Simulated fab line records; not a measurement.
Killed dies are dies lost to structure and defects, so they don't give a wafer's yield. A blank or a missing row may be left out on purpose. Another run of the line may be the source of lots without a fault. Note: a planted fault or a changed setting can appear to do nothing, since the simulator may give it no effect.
What tool caused it? / flow n5_finfet / 30 wafers from 11 lots sampled at 5 of the route's 1938 steps

WHAT THE GAUGES SHOWED, per wafer
N5_BEOL_M12_THK_MEAS_01. Usual: M12_ILD_THK typically reads 658 nm, with standard deviation 9.5.
lot=L132; measured=day 10 17:01; on=film_metro-02; M12_ILD_THK (nm)=649 653 661; flag=
lot=L130; measured=day 11 03:27; on=film_metro-01; M12_ILD_THK (nm)=656 648 661; flag=
lot=L133; measured=day 11 18:53; on=film_metro-02; M12_ILD_THK (nm)=646 644 656; flag=
lot=L134; measured=day 11 21:18; on=film_metro-01; M12_ILD_THK (nm)=654 662; flag=
lot=L138; measured=day 12 21:08; on=film_metro-01; M12_ILD_THK (nm)=649 655 665; flag=
lot=L140; measured=day 13 03:16; on=film_metro-02; M12_ILD_THK (nm)=657 650 667; flag=
lot=L141; measured=day 13 08:46; on=film_metro-01; M12_ILD_THK (nm)=660 667 671; flag=
lot=L142; measured=day 13 13:07; on=film_metro-02; M12_ILD_THK (nm)=673 655 654; flag=
lot=L143; measured=day 13 21:23; on=film_metro-01; M12_ILD_THK (nm)=649 659; flag=
lot=L146; measured=day 14 04:30; on=film_metro-01; M12_ILD_THK (nm)=638 666; flag=
lot=L152; measured=day 16 01:49; on=film_metro-02; M12_ILD_THK (nm)=645 644 666; flag=

WHICH TOOL RAN EACH LOT (tool, then ch and the chambers of the sampled wafers, then the start)
lot=L132; N5_BEOL_M11_PECVD_70=pecvd-02 ch 0,2, day 10 09:55; N5_BEOL_M11_CURE_72=uv_cure-02 ch 1, day 10 14:25; N5_BEOL_M11_ALD_74=ald_metal-04 ch 1,3, day 10 15:02; N5_BEOL_M11_CMP_52=cmp-04 ch 0,3, day 10 16:20
lot=L130; N5_BEOL_M11_PECVD_70=pecvd-04 ch 0,1,2, day 10 18:13; N5_BEOL_M11_CURE_72=uv_cure-01 ch 2, day 10 23:25; N5_BEOL_M11_ALD_74=ald_metal-04 ch 1,2,3, day 11 01:30; N5_BEOL_M11_CMP_52=cmp-04 ch 0,1,2, day 11 02:55
lot=L133; N5_BEOL_M11_PECVD_70=pecvd-02 ch 1,2, day 11 11:24; N5_BEOL_M11_CURE_72=uv_cure-03 ch 1, day 11 15:40; N5_BEOL_M11_ALD_74=ald_metal-04 ch 1,2,3, day 11 16:32; N5_BEOL_M11_CMP_52=cmp-01 ch 2,3, day 11 18:16
lot=L134; N5_BEOL_M11_PECVD_70=pecvd-01 ch 0,2, day 11 13:58; N5_BEOL_M11_CURE_72=uv_cure-03 ch 2, day 11 18:21; N5_BEOL_M11_ALD_74=ald_metal-04 ch 3, day 11 19:42; N5_BEOL_M11_CMP_52=cmp-04 ch 0,3, day 11 20:41
lot=L138; N5_BEOL_M11_PECVD_70=pecvd-02 ch 0,1,2, day 12 14:01; N5_BEOL_M11_CURE_72=uv_cure-01 ch 2, day 12 17:58; N5_BEOL_M11_ALD_74=ald_metal-01 ch 1,2,3, day 12 18:24; N5_BEOL_M11_CMP_52=cmp-04 ch 0,1,2, day 12 20:31
lot=L140; N5_BEOL_M11_PECVD_70=pecvd-02 ch 0,1, day 12 21:17; N5_BEOL_M11_CURE_72=uv_cure-03 ch 2, day 13 00:52; N5_BEOL_M11_ALD_74=ald_metal-01 ch 2,3, day 13 01:28; N5_BEOL_M11_CMP_52=cmp-02 ch 0,2,3, day 13 02:40
lot=L141; N5_BEOL_M11_PECVD_70=pecvd-02 ch 0,1,2, day 13 00:38; N5_BEOL_M11_CURE_72=uv_cure-03 ch 0, day 13 06:29; N5_BEOL_M11_ALD_74=ald_metal-02 ch 0,2, day 13 06:59; N5_BEOL_M11_CMP_52=cmp-02 ch 0,3, day 13 08:04
lot=L142; N5_BEOL_M11_PECVD_70=pecvd-01 ch 1,2, day 13 03:00; N5_BEOL_M11_CURE_72=uv_cure-01 ch 1, day 13 10:47; N5_BEOL_M11_ALD_74=ald_metal-01 ch 0,1,3, day 13 11:20; N5_BEOL_M11_CMP_52=cmp-04 ch 0,1,3, day 13 12:30
lot=L143; N5_BEOL_M11_PECVD_70=pecvd-02 ch 2, day 13 13:04; N5_BEOL_M11_CURE_72=uv_cure-02 ch 1, day 13 18:26; N5_BEOL_M11_ALD_74=ald_metal-04 ch 0, day 13 19:08; N5_BEOL_M11_CMP_52=cmp-02 ch 1,2, day 13 20:52
lot=L146; N5_BEOL_M11_PECVD_70=pecvd-02 ch 0,1, day 13 22:02; N5_BEOL_M11_CURE_72=uv_cure-02 ch 1, day 14 02:20; N5_BEOL_M11_ALD_74=ald_metal-01 ch 1,2, day 14 02:44; N5_BEOL_M11_CMP_52=cmp-01 ch 0,1, day 14 03:50
lot=L152; N5_BEOL_M11_PECVD_70=pecvd-04 ch 0,1,2, day 15 17:43; N5_BEOL_M11_CURE_72=uv_cure-03 ch 2, day 15 23:10; N5_BEOL_M11_ALD_74=ald_metal-01 ch 0,1,2, day 16 00:10; N5_BEOL_M11_CMP_52=cmp-01 ch 0,1,3, day 16 01:13
- N5_BEOL_M11_PECVD_70: deposits SiO2 from TEOS/O2, target thk 20 nm, time 22.7 s.
- N5_BEOL_M11_CURE_72: cures SiCOH lowk, time 120 s.
- N5_BEOL_M11_ALD_74: deposits TaN, target thk 2 nm, pulse time 2 s, purge time 3 s.
- N5_BEOL_M11_CMP_52: polishes, stops on SiCOH lowk, t overpolish 7 s, target thk 140 nm.

WHAT THE TOOLS THEMSELVES READ (means of the sampled wafers that have a number; where no wafer has one, the mark that the record gives instead)
N5_BEOL_M11_PECVD_70. Usual: heater_power_w 685 W, standard deviation 74; showerhead_plenum_p_Torr 8.79 Torr, standard deviation 0.083; throttle_valve_pct 23.0 %, standard deviation 0.9.
lot=L132; tool=pecvd-02; heater_power_w (W)=692; showerhead_plenum_p_Torr (Torr)=8.70; throttle_valve_pct (%)=22.3; flag=
lot=L130; tool=pecvd-04; heater_power_w (W)=634; showerhead_plenum_p_Torr (Torr)=8.79; throttle_valve_pct (%)=23.0; flag=
lot=L133; tool=pecvd-02; heater_power_w (W)=650; showerhead_plenum_p_Torr (Torr)=8.83; throttle_valve_pct (%)=23.0; flag=
lot=L134; tool=pecvd-01; heater_power_w (W)=716; showerhead_plenum_p_Torr (Torr)=8.84; throttle_valve_pct (%)=22.8; flag=
lot=L138; tool=pecvd-02; heater_power_w (W)=668; showerhead_plenum_p_Torr (Torr)=8.78; throttle_valve_pct (%)=22.8; flag=
lot=L140; tool=pecvd-02; heater_power_w (W)=637; showerhead_plenum_p_Torr (Torr)=8.79; throttle_valve_pct (%)=23.4; flag=
lot=L141; tool=pecvd-02; heater_power_w (W)=646; showerhead_plenum_p_Torr (Torr)=8.77; throttle_valve_pct (%)=23.0; flag=
lot=L142; tool=pecvd-01; heater_power_w (W)=704; showerhead_plenum_p_Torr (Torr)=8.81; throttle_valve_pct (%)=22.2; flag=
lot=L143; tool=pecvd-02; heater_power_w (W)=714; showerhead_plenum_p_Torr (Torr)=8.68; throttle_valve_pct (%)=22.1; flag=
lot=L146; tool=pecvd-02; heater_power_w (W)=689; showerhead_plenum_p_Torr (Torr)=8.83; throttle_valve_pct (%)=23.2; flag=
lot=L152; tool=pecvd-04; heater_power_w (W)=704; showerhead_plenum_p_Torr (Torr)=8.80; throttle_valve_pct (%)=22.8; flag=

N5_BEOL_M11_CURE_72. Usual: lamp_power_pct 52.31 %, standard deviation 0.055; wafer_temp_C_max 372.2, standard deviation 0.64.
lot=L132; tool=uv_cure-02; lamp_power_pct (%)=52.32; wafer_temp_C_max=371.7; flag=
lot=L130; tool=uv_cure-01; lamp_power_pct (%)=52.34; wafer_temp_C_max=372.3; flag=
lot=L133; tool=uv_cure-03; lamp_power_pct (%)=52.33; wafer_temp_C_max=371.7; flag=
lot=L134; tool=uv_cure-03; lamp_power_pct (%)=52.30; wafer_temp_C_max=373.0; flag=
lot=L138; tool=uv_cure-01; lamp_power_pct (%)=52.31; wafer_temp_C_max=372.5; flag=
lot=L140; tool=uv_cure-03; lamp_power_pct (%)=52.30; wafer_temp_C_max=373.3; flag=
lot=L141; tool=uv_cure-03; lamp_power_pct (%)=52.29; wafer_temp_C_max=371.9; flag=
lot=L142; tool=uv_cure-01; lamp_power_pct (%)=52.30; wafer_temp_C_max=371.9; flag=
lot=L143; tool=uv_cure-02; lamp_power_pct (%)=52.34; wafer_temp_C_max=371.8; flag=
lot=L146; tool=uv_cure-02; lamp_power_pct (%)=52.27; wafer_temp_C_max=372.1; flag=
lot=L152; tool=uv_cure-03; lamp_power_pct (%)=52.38; wafer_temp_C_max=373.3; flag=

N5_BEOL_M11_ALD_74. Usual: heater_power_w reads 400 W (standard deviation 31).
lot=L132; tool=ald_metal-04; heater_power_w (W)=442; flag=
lot=L130; tool=ald_metal-04; heater_power_w (W)=408; flag=
lot=L133; tool=ald_metal-04; heater_power_w (W)=424; flag=
lot=L134; tool=ald_metal-04; heater_power_w (W)=448; flag=
lot=L138; tool=ald_metal-01; heater_power_w (W)=368; flag=
lot=L140; tool=ald_metal-01; heater_power_w (W)=374; flag=
lot=L141; tool=ald_metal-02; heater_power_w (W)=372; flag=
lot=L142; tool=ald_metal-01; heater_power_w (W)=382; flag=
lot=L143; tool=ald_metal-04; heater_power_w (W)=425; flag=
lot=L146; tool=ald_metal-01; heater_power_w (W)=372; flag=
lot=L152; tool=ald_metal-01; heater_power_w (W)=383; flag=

N5_BEOL_M11_CMP_52. Usual: barrier_field_endpoint_s 29.0 s, standard deviation 1; clearing_platen_down_force_psi 1.500 psi, standard deviation 0.0031; clearing_platen_rpm 49.999 rpm, standard deviation 0.028; head_pressure_psi 1.0002 psi, standard deviation 0.002; motor_current_A 6.0 A, standard deviation 0.58.
lot=L132; tool=cmp-04; barrier_field_endpoint_s (s)=29.6; clearing_platen_down_force_psi (psi)=1.501; clearing_platen_rpm (rpm)=49.979; head_pressure_psi (psi)=0.9990; motor_current_A (A)=6.0; flag=
lot=L130; tool=cmp-04; barrier_field_endpoint_s (s)=28.9; clearing_platen_down_force_psi (psi)=1.498; clearing_platen_rpm (rpm)=50.003; head_pressure_psi (psi)=0.9994; motor_current_A (A)=6.3; flag=
lot=L133; tool=cmp-01; barrier_field_endpoint_s (s)=27.9; clearing_platen_down_force_psi (psi)=1.501; clearing_platen_rpm (rpm)=49.992; head_pressure_psi (psi)=0.9989; motor_current_A (A)=5.6; flag=
lot=L134; tool=cmp-04; barrier_field_endpoint_s (s)=28.8; clearing_platen_down_force_psi (psi)=1.498; clearing_platen_rpm (rpm)=49.987; head_pressure_psi (psi)=0.9990; motor_current_A (A)=5.9; flag=
lot=L138; tool=cmp-04; barrier_field_endpoint_s (s)=28.8; clearing_platen_down_force_psi (psi)=1.497; clearing_platen_rpm (rpm)=50.026; head_pressure_psi (psi)=1.0011; motor_current_A (A)=6.3; flag=
lot=L140; tool=cmp-02; barrier_field_endpoint_s (s)=27.9; clearing_platen_down_force_psi (psi)=1.500; clearing_platen_rpm (rpm)=49.989; head_pressure_psi (psi)=1.0008; motor_current_A (A)=5.6; flag=
lot=L141; tool=cmp-02; barrier_field_endpoint_s (s)=28.5; clearing_platen_down_force_psi (psi)=1.497; clearing_platen_rpm (rpm)=50.012; head_pressure_psi (psi)=1.0004; motor_current_A (A)=5.8; flag=
lot=L142; tool=cmp-04; barrier_field_endpoint_s (s)=28.1; clearing_platen_down_force_psi (psi)=1.499; clearing_platen_rpm (rpm)=49.982; head_pressure_psi (psi)=1.0010; motor_current_A (A)=6.2; flag=
lot=L143; tool=cmp-02; barrier_field_endpoint_s (s)=24.1; clearing_platen_down_force_psi (psi)=1.502; clearing_platen_rpm (rpm)=50.008; head_pressure_psi (psi)=0.9990; motor_current_A (A)=5.6; flag=OFF
lot=L146; tool=cmp-01; barrier_field_endpoint_s (s)=23.9; clearing_platen_down_force_psi (psi)=1.499; clearing_platen_rpm (rpm)=49.993; head_pressure_psi (psi)=0.9995; motor_current_A (A)=6.3; flag=OFF
lot=L152; tool=cmp-01; barrier_field_endpoint_s (s)=29.1; clearing_platen_down_force_psi (psi)=1.497; clearing_platen_rpm (rpm)=49.997; head_pressure_psi (psi)=0.9990; motor_current_A (A)=6.0; flag=

THE ANSWER, worked out from the rows above alone
Rule: a lot counts as off when the mean over its wafers that have a number is more than 3 standard deviations away from the usual mean. A lot without any number at a reading at which 4 lots or more have one is off too. All remaining lots with rows at the step are treated as sound. The gauges are gone through in route order, then the tools' own readings, and for those a lot's mean is taken as printed above. The first step at which some lot is off is used, and at that step the reading that is off furthest; a lot without a number counts as furthest.
Off: L143, L146, at N5_BEOL_M11_CMP_52 (barrier_field_endpoint_s).
A tool fits if, at that step or a process step before it, it ran every lot that is off, and no sound lot after the first of them. 2 tools fit, pecvd-02 at N5_BEOL_M11_PECVD_70 and uv_cure-02 at N5_BEOL_M11_CURE_72, so this cannot tell which one it is.

WHAT WAS PUT IN BY THE SIMULATOR
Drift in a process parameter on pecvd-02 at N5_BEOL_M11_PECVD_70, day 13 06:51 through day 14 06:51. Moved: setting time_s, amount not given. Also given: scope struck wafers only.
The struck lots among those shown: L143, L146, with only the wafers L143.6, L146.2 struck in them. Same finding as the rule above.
